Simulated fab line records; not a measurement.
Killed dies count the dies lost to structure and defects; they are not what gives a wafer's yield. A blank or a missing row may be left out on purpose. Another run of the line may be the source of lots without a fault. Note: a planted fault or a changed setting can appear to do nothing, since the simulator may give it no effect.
fab line records ; flow nandHarc
[record] lots = 11; wafers = 33; lastDay = 34
route steps=1302 shown P_M0@265 P_M1@297 END@1302
lots that met no fault: taken from a fault-free run of the same line
startH: hours from the record's first day to the start of the lot's first wafer shown ; waitH: hours since the lot's step before ; " unchanged from the row above ; L1.1+2: a row that stands for several wafers ; - either no value or no given start ; * or withheld: withheld ; < > ~ a bound
route shown NAME@n: a module of which the file shows steps, and the number in the route of the first ; usual: mean/standard deviation of fault-free wafers ; same: alike in all rows ; chamber/n: place in a boat ; sites: each site's reading ; _std_site: how widely they spread, as a standard deviation ; _edge_site: mean of outer sites minus mean of inner sites ; radiusMm: for every site, how far away it sits from the centre of the wafer ; mask NAME#n: copy n ; behind: the tool/chamber that last shaped the wafer ; hold: what put the lot on hold/how long, in hours/how the hold closed ; device: transistor that didn't switch, given as n, p or np ; end of line: the tests these same wafers got at the end of their route ; where a step has no rows: the recipe by itself ; killed: dies lost to structure and defects at the first sort, not the wafer's yield ; map: shows each die of a wafer: x if killed, . if not, _ if none is there
set.NAME: the setting the step ran with; set.NAME@STEP: the setting that earlier step ran with ; model.NAME: the simulator's own value behind a step, which no gauge read
a sample of lots followed through the steps of the route, with each step as a table and each wafer as a row
services: when a tool's chamber went out of use (startH, in hours from the record's first day, below 0 if earlier), for how many hours, and the reason
[[steps]]
[step NHARC_P_M0_INSPECT_11]
[usual] rawDefectCount = 4.5/2.5
lot.wafer;tool;chamber;startH;waitH;rawDefectCount
L337.2;defectInspect-02;-;120.89;0.0;2
L337.3;defectInspect-02;-;120.89;0.0;5
L337.4;defectInspect-02;-;120.89;0.0;7
L338.1;defectInspect-02;-;131.05;0.0;2
L338.2;defectInspect-02;-;131.05;0.0;5
L338.5;defectInspect-02;-;131.05;0.0;5
L340.3;defectInspect-02;-;145.71;0.0;6
L340.4;defectInspect-02;-;145.71;0.0;5
L340.5;defectInspect-02;-;145.71;0.0;1
L341.4;defectInspect-01;-;164.20;0.0;6
L341.5;defectInspect-01;-;164.20;0.0;3
L341.6;defectInspect-01;-;164.20;0.0;7
L343.3;defectInspect-01;-;181.03;0.0;7
L343.4;defectInspect-01;-;181.03;0.0;3
L343.6;defectInspect-01;-;181.03;0.0;4
L344.1;defectInspect-02;-;186.15;0.0;3
L344.2;defectInspect-02;-;186.15;0.0;4
L344.5;defectInspect-02;-;186.15;0.0;4
L351.2;defectInspect-01;-;269.66;0.0;7
L351.3;defectInspect-01;-;269.66;0.0;7
L351.5;defectInspect-01;-;269.66;0.0;5
L353.1;defectInspect-01;-;287.66;0.0;2
L353.4;defectInspect-01;-;287.66;0.0;5
L353.5;defectInspect-01;-;287.66;0.0;5
L356.3;defectInspect-02;-;310.41;0.0;3
L356.4;defectInspect-02;-;310.41;0.0;6
L356.5;defectInspect-02;-;310.41;0.0;3
L357.2;defectInspect-01;-;326.74;0.0;4
L357.3;defectInspect-01;-;326.74;0.0;5
L357.4;defectInspect-01;-;326.74;0.0;5
L360.3;defectInspect-02;-;357.36;0.0;7
L360.4;defectInspect-02;-;357.36;0.0;3
L360.5;defectInspect-02;-;357.36;0.0;3
[step NHARC_P_M0_ETCH_34]
[recipe] targetDepthA = 400; overetchA = 120; timeS = 43.94; ionEnergyEv = 200; n2FlowSccm = 150; h2FlowSccm = 150; arFlowSccm = 0; rfW = 400; biasW = 150; chemistry = N2/H2
[usual] drypumpMotorCurrentA = 5.9/0.41; mfcArSccm = 0.0005/0.00086; oesProductAu = 0.996/0.01; rfFwdPowerW = 394.7/1.6; rfVppV = 430.1/2.7; showerheadPlenumPTorr = 2.03/0.096; throttleValvePct = 14.172/0.009
lot.wafer;tool;chamber;startH;waitH;drypumpMotorCurrentA;mfcArSccm;oesProductAu;rfFwdPowerW;rfHoursCounterH;rfVppV;showerheadPlenumPTorr;throttleValvePct
L337.2;rieDiel-02;2;121.04;0.1;6.6;0;1.008;395.5;21;431.2;2.03;14.172
L337.3;rieDiel-02;3;121.04;0.1;5.9;0;0.991;396.4;25;431.3;2.00;14.172
L337.4;rieDiel-02;0;121.04;0.1;5.8;0.0037;1.000;397.1;25;427.2;1.88;14.168
L338.1;rieDiel-05;2;131.20;0.1;5.8;0;0.989;395.5;11;428.5;2.01;14.153
L338.2;rieDiel-05;1;131.20;0.1;6.2;0.0006;0.996;391.3;5;435.7;2.16;14.170
L338.5;rieDiel-05;2;131.20;0.1;5.8;0;0.995;393.9;-;429.7;2.01;14.162
L340.3;rieDiel-12;3;145.87;0.1;5.8;0.0023;0.991;394.8;14;433.5;2.14;14.171
L340.5;rieDiel-12;3;145.87;0.1;5.8;0.0023;0.987;394.3;-;434.2;2.14;14.167
L340.4;rieDiel-12;1;145.87;0.1;6.5;0;0.997;397.8;-;431.4;2.04;14.171
L341.4;rieDiel-12;3;164.35;0.1;5.7;0.0023;0.986;392.8;18;432.9;2.13;14.182
L341.6;rieDiel-12;1;164.35;0.1;6.5;0;0.997;396.2;-;430.9;2.04;14.176
L341.5;rieDiel-12;2;164.35;0.1;5.1;0;1.006;393.1;-;425.9;1.90;14.174
L343.3;rieDiel-05;2;181.18;0.1;5.9;0;0.996;394.0;20;429.6;2.01;14.194
L343.4;rieDiel-05;1;181.18;0.1;6.2;0.0006;0.989;395.0;17;433.7;2.16;14.172
L343.6;rieDiel-05;2;181.18;0.1;5.8;0;0.986;393.9;-;429.7;2.01;14.169
L344.1;rieDiel-05;3;186.46;0.1;5.7;0.0010;1.008;394.7;21;433.7;2.10;14.181
L344.2;rieDiel-05;0;186.46;0.1;6.0;0;1.001;396.7;23;425.8;1.91;14.185
L344.5;rieDiel-05;2;186.46;0.1;5.8;0;0.993;394.4;-;430.1;2.01;14.179
L351.3;rieDiel-05;2;269.81;0.1;5.8;0;0.989;394.7;5;429.8;2.00;14.177
L351.2;rieDiel-05;0;269.81;0.1;6.0;0;1.006;395.3;4;426.2;1.90;14.152
L351.5;rieDiel-05;2;269.81;0.1;5.9;0;0.991;395.4;-;428.5;2.00;14.171
L353.1;rieDiel-05;2;287.80;0.1;5.8;0;0.993;394.1;8;429.1;2.00;14.166
L353.4;rieDiel-05;3;287.80;0.1;5.7;0.0010;1.005;392.9;6;431.4;2.10;14.183
L353.5;rieDiel-05;3;287.80;0.1;5.7;0.0010;0.988;395.5;-;431.3;2.10;14.166
L356.3;rieDiel-05;1;310.56;0.1;6.2;0.0006;0.990;393.7;15;432.2;2.15;14.176
L356.4;rieDiel-05;3;310.56;0.1;5.8;0.0010;1.002;395.4;12;431.9;2.09;14.170
L356.5;rieDiel-05;1;310.56;0.1;6.2;0.0006;0.990;394.1;-;432.7;2.15;14.182
L357.3;rieDiel-05;0;326.88;0.1;6.0;0;1.005;395.1;16;425.7;1.90;14.157
L357.4;rieDiel-05;2;326.88;0.1;5.9;0;0.988;393.2;17;428.9;2.00;14.171
L357.2;rieDiel-05;3;326.88;0.1;5.7;0.0010;0.987;393.6;14;432.3;2.09;14.167
L360.3;rieDiel-05;1;357.51;0.1;6.2;0.0006;0.990;394.5;23;433.5;2.15;14.163
L360.4;rieDiel-05;2;357.51;0.1;5.8;0;1.002;396.1;24;429.4;1.99;14.165
L360.5;rieDiel-05;1;357.51;0.1;6.2;0.0006;0.985;393.1;-;432.9;2.15;14.189
[step NHARC_P_M0_PRE_CLEAN_29]
[recipe] timeS = 30; tempC = 280; gas = H2/He
[usual] heaterPowerW = 389/38
lot.wafer;tool;chamber;startH;waitH;heaterPowerW
L337.3;pvdSputter-03;-;-;-;389
L337.2;pvdSputter-03;-;-;-;487
L337.4;pvdSputter-03;-;-;-;385
L338.1;pvdSputter-02;-;-;-;415
L338.2;pvdSputter-02;-;-;-;369
L338.5;pvdSputter-02;-;-;-;341
L340.3;pvdSputter-03;-;-;-;331
L340.4;pvdSputter-03;-;-;-;366
L340.5;pvdSputter-03;-;-;-;325
L341.4;pvdSputter-02;-;-;-;340
L341.6;pvdSputter-02;-;-;-;416
L341.5;pvdSputter-02;-;-;-;366
L343.4;pvdSputter-01;-;-;-;385
L343.3;pvdSputter-01;-;-;-;392
L343.6;pvdSputter-01;-;-;-;395
L344.1;pvdSputter-02;-;-;-;379
L344.2;pvdSputter-02;-;-;-;432
L344.5;pvdSputter-02;-;-;-;364
L351.2;pvdSputter-01;-;-;-;380
L351.3;pvdSputter-01;-;-;-;387
L351.5;pvdSputter-01;-;-;-;375
L353.4;pvdSputter-03;-;-;-;405
L353.1;pvdSputter-03;-;-;-;384
L353.5;pvdSputter-03;-;-;-;344
L356.3;pvdSputter-01;-;-;-;384
L356.4;pvdSputter-01;-;-;-;391
L356.5;pvdSputter-01;-;-;-;382
L357.2;pvdSputter-03;-;-;-;342
L357.4;pvdSputter-03;-;-;-;391
L357.3;pvdSputter-03;-;-;-;507
L360.4;pvdSputter-03;-;-;-;484
L360.3;pvdSputter-03;-;-;-;344
L360.5;pvdSputter-03;-;-;-;494
[step NHARC_P_M0_CMP_23]
[recipe] tOverpolishS = 20; targetThkNm = 117.54
[usual] edgeZonePressureFrac = 1.000/0.005; motorCurrentA = 12.0/1.3; timeToEndpointS = 29.1/2.5
[same] tOverpolishS = 20
lot.wafer;tool;chamber;startH;waitH;edgeZonePressureFrac;motorCurrentA;timeToEndpointS
L337.3;cmp-01;1;123.05;-;1.001;15.0;27.1
L337.4;cmp-01;2;123.05;-;0.994;10.4;27.2
L337.2;cmp-01;0;123.05;-;1.002;12.4;29.5
L338.2;cmp-04;0;133.21;-;1.001;10.6;29.2
L338.1;cmp-04;2;133.21;-;1.009;11.7;27.9
L338.5;cmp-04;0;133.21;-;1.001;9.9;29.8
L340.4;cmp-04;3;147.81;-;0.990;12.1;33.0
L340.3;cmp-04;2;147.81;-;0.997;11.8;30.5
L340.5;cmp-04;0;147.81;-;1.010;10.8;31.8
L341.4;cmp-04;2;166.32;-;1.009;12.1;28.1
L341.6;cmp-04;0;166.32;-;0.999;11.0;29.2
L341.5;cmp-04;1;166.32;-;0.996;12.4;26.7
L343.3;cmp-04;3;183.10;-;1.007;11.9;32.9
L343.4;cmp-04;1;183.10;-;1.002;12.6;28.4
L343.6;cmp-04;3;183.10;-;0.999;12.3;34.2
L344.2;cmp-04;0;188.47;-;0.998;10.7;32.8
L344.1;cmp-04;3;188.47;-;1.006;13.1;32.7
L344.5;cmp-04;0;188.47;-;0.993;10.5;31.2
L351.3;cmp-04;1;271.74;-;1.004;11.8;26.4
L351.2;cmp-04;3;271.74;-;1.002;12.1;29.2
L351.5;cmp-04;1;271.74;-;1.000;11.6;24.8
L353.4;cmp-04;3;289.76;-;0.995;12.1;32.7
L353.1;cmp-04;1;289.76;-;1.001;12.3;28.2
L353.5;cmp-04;3;289.76;-;1.011;12.2;32.3
L356.3;cmp-04;2;312.46;-;1.004;12.8;27.1
L356.4;cmp-04;1;312.46;-;1.005;12.3;28.6
L356.5;cmp-04;3;312.46;-;1.012;12.2;31.1
L357.3;cmp-03;1;328.84;-;0.998;13.6;29.8
L357.2;cmp-03;3;328.84;-;0.993;14.1;25.8
L357.4;cmp-03;0;328.84;-;0.993;11.1;27.3
L360.3;cmp-04;2;359.52;-;0.999;12.3;28.4
L360.4;cmp-04;3;359.52;-;1.009;12.7;33.2
L360.5;cmp-04;0;359.52;-;0.996;10.3;30.8
[step NHARC_P_M1_INSPECT_11]
[usual] rawDefectCount = 4.4/2.6
lot.wafer;tool;chamber;startH;waitH;rawDefectCount
L337.2;defectInspect-01;-;125.06;0.0;2
L337.3;defectInspect-01;-;125.06;0.0;4
L337.4;defectInspect-01;-;125.06;0.0;5
L338.1;defectInspect-01;-;135.17;0.0;3
L338.2;defectInspect-01;-;135.17;0.0;4
L338.5;defectInspect-01;-;135.17;0.0;3
L340.3;defectInspect-01;-;149.68;0.0;6
L340.4;defectInspect-01;-;149.68;0.0;5
L340.5;defectInspect-01;-;149.68;0.0;3
L341.4;defectInspect-01;-;168.26;0.0;4
L341.5;defectInspect-01;-;168.26;0.0;3
L341.6;defectInspect-01;-;168.26;0.0;5
L343.3;defectInspect-02;-;184.97;0.0;256
L343.4;defectInspect-02;-;184.97;0.0;262
L343.6;defectInspect-02;-;184.97;0.0;270
L344.1;defectInspect-01;-;190.46;0.0;295
L344.2;defectInspect-01;-;190.46;0.0;268
L344.5;defectInspect-01;-;190.46;0.0;276
L351.2;defectInspect-02;-;273.58;0.0;9
L351.3;defectInspect-02;-;273.58;0.0;7
L351.5;defectInspect-02;-;273.58;0.0;4
L353.1;defectInspect-02;-;291.71;0.0;2
L353.4;defectInspect-02;-;291.71;0.0;8
L353.5;defectInspect-02;-;291.71;0.0;7
L356.3;defectInspect-02;-;314.33;0.0;4
L356.4;defectInspect-02;-;314.33;0.0;5
L356.5;defectInspect-02;-;314.33;0.0;5
L357.2;defectInspect-01;-;330.81;0.0;5
L357.3;defectInspect-01;-;330.81;0.0;2
L357.4;defectInspect-01;-;330.81;0.0;2
L360.3;defectInspect-02;-;361.45;0.0;5
L360.4;defectInspect-02;-;361.45;0.0;4
L360.5;defectInspect-02;-;361.45;0.0;2
[step NHARC_END_SORT_01]
[recipe] tempC = 25
[usual] defectLimitedYield = 91.4/2.7; killedAtArray = 53/18; killedAtOther = 1.0/1.2; killedAtPeriphery = 3.6/2.4; killedDies = 58/18; killedOpen = 3.4/1.8; killedShort = 2.3/1.5; sort_bin_2_pct = 3.1/1.2; sort_bin_3_pct = 0.7/0.39; sort_bin_4_pct = 4.8/1.6; sortNPass = 619/18; sortRimYieldPct = 88/4.1; sortYieldPct = 91.4/2.7
[same] grossDies = 677; sort_bin_5_pct[%] = 0; sort_bin_6_pct[%] = 0; sort_bin_7_pct[%] = 0; sort_bin_8_pct[%] = 0; sortRimNGross = 106.00
lot.wafer;tool;chamber;startH;waitH;defectLimitedYield[%];killedAtArray;killedAtOther;killedAtPeriphery;killedDies;killedOpen;killedShort;sort_bin_2_pct[%];sort_bin_3_pct[%];sort_bin_4_pct[%];sortNPass;sortRimYieldPct[%];sortYieldPct[%]
L344.1;prober-02;0;633.87;2.5;61.2;35;1;227;263;1;2;13.6;2.5;22.7;414;54;61.2
L344.2;prober-02;0;634.68;2.8;64.7;45;0;194;239;5;1;13.0;1.8;20.5;438;78;64.7
L344.5;prober-02;0;637.10;3.7;64.8;34;0;204;238;2;3;11.4;2.7;21.1;439;66;64.8
L343.3;prober-01;0;645.46;3.1;62.9;60;0;191;251;3;1;12.3;2.4;22.5;426;53;62.9
L343.4;prober-01;0;646.26;3.4;61.6;54;0;206;260;2;1;13.0;3.0;22.5;417;56;61.6
L343.6;prober-01;0;647.86;4.0;63.2;52;0;197;249;3;1;13.0;2.2;21.6;428;63;63.2
// killed by level:class
L344.1 P_M0:unspecified=224 A_CHANNEL_HOLE_D2:chamberFilmFlake=22 A_CHANNEL_HOLE_D1:chamberFilmFlake=8 A_CONTACT:chamberFilmFlake=2 A_SOURCE_PLATE:geometricParticle:short=1 A_M0:geometricParticle:open=1 STARTING-WAFER:geometricParticle:short=1 P_GATE:chamberFilmFlake=1
L344.2 P_M0:unspecified=191 A_CHANNEL_HOLE_D2:chamberFilmFlake=31 A_ONON_D2:geometricParticle:open=2 A_WL_FILL:chamberFilmFlake=2 A_CHANNEL_HOLE_D1:chamberFilmFlake=2 A_ZERO_WELL:chamberFilmFlake=2 P_CONTACT:geometricParticle:short=1 A_SLIT:geometricParticle:open=1
L344.5 P_M0:unspecified=201 A_CHANNEL_HOLE_D2:chamberFilmFlake=23 A_CONTACT:chamberFilmFlake=6 P_CONTACT:geometricParticle:open=1 P_M1:geometricParticle:short=1 A_CHANNEL_HOLE_D1:geometricParticle:short=1 A_WL_FILL:geometricParticle:open=1 A_M0:geometricParticle:short=1
L343.3 P_M0:unspecified=187 A_CHANNEL_HOLE_D1:chamberFilmFlake=22 A_SLIT:chamberFilmFlake=20 A_CHANNEL_HOLE_D2:chamberFilmFlake=8 A_CONTACT:chamberFilmFlake=5 P_ZERO_WELL:chamberFilmFlake=3 A_ONON_D1:geometricParticle:open=2 P_M0:geometricParticle:open=1
L343.4 P_M0:unspecified=205 A_CHANNEL_HOLE_D1:chamberFilmFlake=25 A_SLIT:chamberFilmFlake=11 A_CHANNEL_HOLE_D2:chamberFilmFlake=7 A_CHANNEL_FILL_D1:chamberFilmFlake=3 A_CONTACT:chamberFilmFlake=3 A_STAIRCASE:chamberFilmFlake=2 A_CHANNEL_HOLE_D2:geometricParticle:open=1
L343.6 P_M0:unspecified=195 A_CHANNEL_HOLE_D1:chamberFilmFlake=22 A_SLIT:chamberFilmFlake=18 A_CHANNEL_HOLE_D2:chamberFilmFlake=4 A_M0:geometricParticle:open=2 A_CONTACT:chamberFilmFlake=2 P_GATE:geometricParticle:open=1 A_ONON_D1:geometricParticle:short=1
[[services]]
tool;chamber;startH;hours;kind
pvdSputter-02;-;104.05;10.0;pm
cmp-04;-;111.00;4.0;pm
rieDiel-12;2;113.94;9.8;repair
rieDiel-05;1;115.26;12.1;repair
rieDiel-12;2;144.60;1.7;repair
pvdSputter-02;-;153.66;2.3;repair
rieDiel-12;1;162.17;1.2;repair
pvdSputter-03;-;170.00;10.0;pm
rieDiel-12;3;205.13;6.5;repair
cmp-04;-;209.00;4.0;pm
pvdSputter-01;-;212.24;4.9;repair
pvdSputter-01;-;226.04;10.0;pm
rieDiel-05;-;229.60;9.0;pm
pvdSputter-02;-;239.93;2.7;repair
pvdSputter-02;-;250.48;2.4;repair
rieDiel-05;3;272.43;5.9;repair
cmp-04;-;281.41;0.5;repair
pvdSputter-02;-;282.05;10.0;pm
rieDiel-05;0;283.35;2.7;repair
cmp-04;-;291.06;0.5;repair
cmp-04;-;307.00;4.0;pm
rieDiel-05;3;321.50;4.2;repair
cmp-04;-;343.83;0.5;repair
pvdSputter-03;-;348.00;10.0;pm
[[key]]
[firstSign] step = NHARC_P_M1_INSPECT_11; reading = rawDefectCount; direction = up; sigmas = 99+; usual = 4.4; struck = 271.2
[effect] step = NHARC_END_SORT_01; reading = killedAtPeriphery; direction = up; sigmas = 82; usual = 3.6; struck = 203.2
[moreKillsBornAt] NHARC_P_M0_CMP_23@cmp-04 = 1203
metAt NHARC_P_M0_CMP_23
struckLots L343,L344
notActingAt NHARC_P_M0_INSPECT_11,NHARC_P_M0_ETCH_34,NHARC_P_M0_PRE_CLEAN_29
onsetBetween 166.32 183.10
[fault] kind = chamberParticleSource; tool = cmp-04; chamber = -; onsetH = 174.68; steps = NHARC_P_M0_CMP_23; ratePerVisitCm2 = 0.40757; endH = 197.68
